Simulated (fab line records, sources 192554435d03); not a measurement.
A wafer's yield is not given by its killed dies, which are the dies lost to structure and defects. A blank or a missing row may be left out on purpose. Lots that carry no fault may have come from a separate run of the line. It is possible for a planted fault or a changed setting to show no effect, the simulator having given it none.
Split-lot trial :: flow n5Finfet :: 21 wafers read across 7 lots, on a route 1938 steps long

## SPLIT DETAILS
At N5_BEOL_M14_SPUTTER_43 (material TaN, target thk 15 nm, time 24.19 s), the setting powerW was moved away from the recipe's 15000 W on 8 of the 21 wafers read, by -17.6% to +14.3%. This setting was run at the recipe's value on the other wafers.

The split's own step is where the reading is taken.

## THE READING
TaN_of_BEOL_M14_SPUTTER_43.thkNm (the simulator's own value, which no gauge read), in nm, at N5_BEOL_M14_SPUTTER_43 (material TaN, target thk 15 nm, time 24.19 s). The file does not state a usual value for it. Across the 13 wafers here that went through the recipe, the average is 15.1 nm and the standard deviation 0.16 nm.

wafer: L078.1
tool, chamber at the split: pvdSputter-01, -
powerW as run, W: 15000
against the recipe: recipe
TaN_of_BEOL_M14_SPUTTER_43.thkNm, nm: 15
against lot-mates on the recipe: -

wafer: L078.3
tool, chamber at the split: pvdSputter-01, -
powerW as run, W: 15000
against the recipe: recipe
TaN_of_BEOL_M14_SPUTTER_43.thkNm, nm: 14.8
against lot-mates on the recipe: -

wafer: L078.5
tool, chamber at the split: pvdSputter-01, -
powerW as run, W: 15000
against the recipe: recipe
TaN_of_BEOL_M14_SPUTTER_43.thkNm, nm: 14.8
against lot-mates on the recipe: -

wafer: L077.1
tool, chamber at the split: pvdSputter-01, -
powerW as run, W: 15860
against the recipe: +5.7%
TaN_of_BEOL_M14_SPUTTER_43.thkNm, nm: 16.2
against lot-mates on the recipe: +1.4

wafer: L077.3
tool, chamber at the split: pvdSputter-01, -
powerW as run, W: 15000
against the recipe: recipe
TaN_of_BEOL_M14_SPUTTER_43.thkNm, nm: 14.8
against lot-mates on the recipe: -

wafer: L077.6
tool, chamber at the split: pvdSputter-01, -
powerW as run, W: 15860
against the recipe: +5.7%
TaN_of_BEOL_M14_SPUTTER_43.thkNm, nm: 15.8
against lot-mates on the recipe: +1.0

wafer: L079.1
tool, chamber at the split: pvdSputter-02, -
powerW as run, W: 16270
against the recipe: +8.5%
TaN_of_BEOL_M14_SPUTTER_43.thkNm, nm: 16.2
against lot-mates on the recipe: +1.2

wafer: L079.4
tool, chamber at the split: pvdSputter-02, -
powerW as run, W: 16270
against the recipe: +8.5%
TaN_of_BEOL_M14_SPUTTER_43.thkNm, nm: 16.2
against lot-mates on the recipe: +1.2

wafer: L079.5
tool, chamber at the split: pvdSputter-02, -
powerW as run, W: 15000
against the recipe: recipe
TaN_of_BEOL_M14_SPUTTER_43.thkNm, nm: 15
against lot-mates on the recipe: -

wafer: L088.1
tool, chamber at the split: pvdSputter-01, -
powerW as run, W: 15000
against the recipe: recipe
TaN_of_BEOL_M14_SPUTTER_43.thkNm, nm: 15
against lot-mates on the recipe: -

wafer: L088.2
tool, chamber at the split: pvdSputter-01, -
powerW as run, W: 15000
against the recipe: recipe
TaN_of_BEOL_M14_SPUTTER_43.thkNm, nm: 15.2
against lot-mates on the recipe: -

wafer: L088.5
tool, chamber at the split: pvdSputter-01, -
powerW as run, W: 15000
against the recipe: recipe
TaN_of_BEOL_M14_SPUTTER_43.thkNm, nm: 15.2
against lot-mates on the recipe: -

wafer: L089.3
tool, chamber at the split: pvdSputter-01, -
powerW as run, W: 12360
against the recipe: -17.6%
TaN_of_BEOL_M14_SPUTTER_43.thkNm, nm: 12.4
against lot-mates on the recipe: -2.8

wafer: L089.4
tool, chamber at the split: pvdSputter-01, -
powerW as run, W: 12360
against the recipe: -17.6%
TaN_of_BEOL_M14_SPUTTER_43.thkNm, nm: 12.2
against lot-mates on the recipe: -3.0

wafer: L089.5
tool, chamber at the split: pvdSputter-01, -
powerW as run, W: 15000
against the recipe: recipe
TaN_of_BEOL_M14_SPUTTER_43.thkNm, nm: 15.2
against lot-mates on the recipe: -

wafer: L090.1
tool, chamber at the split: pvdSputter-02, -
powerW as run, W: 15000
against the recipe: recipe
TaN_of_BEOL_M14_SPUTTER_43.thkNm, nm: 15.2
against lot-mates on the recipe: -

wafer: L090.6
tool, chamber at the split: pvdSputter-02, -
powerW as run, W: 15000
against the recipe: recipe
TaN_of_BEOL_M14_SPUTTER_43.thkNm, nm: 15.2
against lot-mates on the recipe: -

wafer: L090.5
tool, chamber at the split: pvdSputter-02, -
powerW as run, W: 12470
against the recipe: -16.9%
TaN_of_BEOL_M14_SPUTTER_43.thkNm, nm: 12.8
against lot-mates on the recipe: -2.4

wafer: L097.3
tool, chamber at the split: pvdSputter-01, -
powerW as run, W: 15000
against the recipe: recipe
TaN_of_BEOL_M14_SPUTTER_43.thkNm, nm: 15.2
against lot-mates on the recipe: -

wafer: L097.5
tool, chamber at the split: pvdSputter-01, -
powerW as run, W: 15000
against the recipe: recipe
TaN_of_BEOL_M14_SPUTTER_43.thkNm, nm: 15.2
against lot-mates on the recipe: -

wafer: L097.4
tool, chamber at the split: pvdSputter-01, -
powerW as run, W: 17150
against the recipe: +14.3%
TaN_of_BEOL_M14_SPUTTER_43.thkNm, nm: 17.2
against lot-mates on the recipe: +2.0

THE FIT
A straight line over all 21 wafers: TaN_of_BEOL_M14_SPUTTER_43.thkNm changes by +0.149 nm for each +1% of powerW; r = +0.99; the points scatter about the line by 0.18 nm.
The same after taking each lot's own level away (the mean of its wafers on the recipe; 21 wafers): +0.156 nm for each +1%; r = +0.99; scatter 0.17 nm.
Per that fit: largest powerW move, reading shift of 2.7 nm.
The span of the lots' own levels, 14.80 to 15.20 nm, comes to 2.4 times the standard deviation stated above.
The two slopes agree, so the slope changes little with the lot-to-lot level.
Check: for one of the wafers moved furthest among these (-17.6%), held out of the fit, the line's prediction against its lot-mates is -2.72 nm. It came out at -2.8 nm against them.

## THESE WAFERS: OTHER SPLITS
Note: prior to the reading, these wafers also went through further splits. Each is held against what the fit with the lots' levels taken away leaves over:
other split on the same wafers: N5_BEOL_M11_PECVD_70 timeS
wafers away from the commonest value: 7
r with TaN_of_BEOL_M14_SPUTTER_43.thkNm (lot level and that fit taken away): -0.15

other split on the same wafers: N5_BEOL_M13_EXPOSE_07 doseMj
wafers away from the commonest value: 7
r with TaN_of_BEOL_M14_SPUTTER_43.thkNm (lot level and that fit taken away): +0.09

other split on the same wafers: N5_BEOL_M14_PEB_26 pebTempC
wafers away from the commonest value: 8
r with TaN_of_BEOL_M14_SPUTTER_43.thkNm (lot level and that fit taken away): -0.13

other split on the same wafers: N5_BEOL_M14_TRENCH_ETCH_34 biasW
wafers away from the commonest value: 4
r with TaN_of_BEOL_M14_SPUTTER_43.thkNm (lot level and that fit taken away): -0.06

## FILE'S OWN FIT
TaN_of_BEOL_M14_SPUTTER_43.thkNm changes by +0.152 nm for each +1% of powerW, r = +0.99.
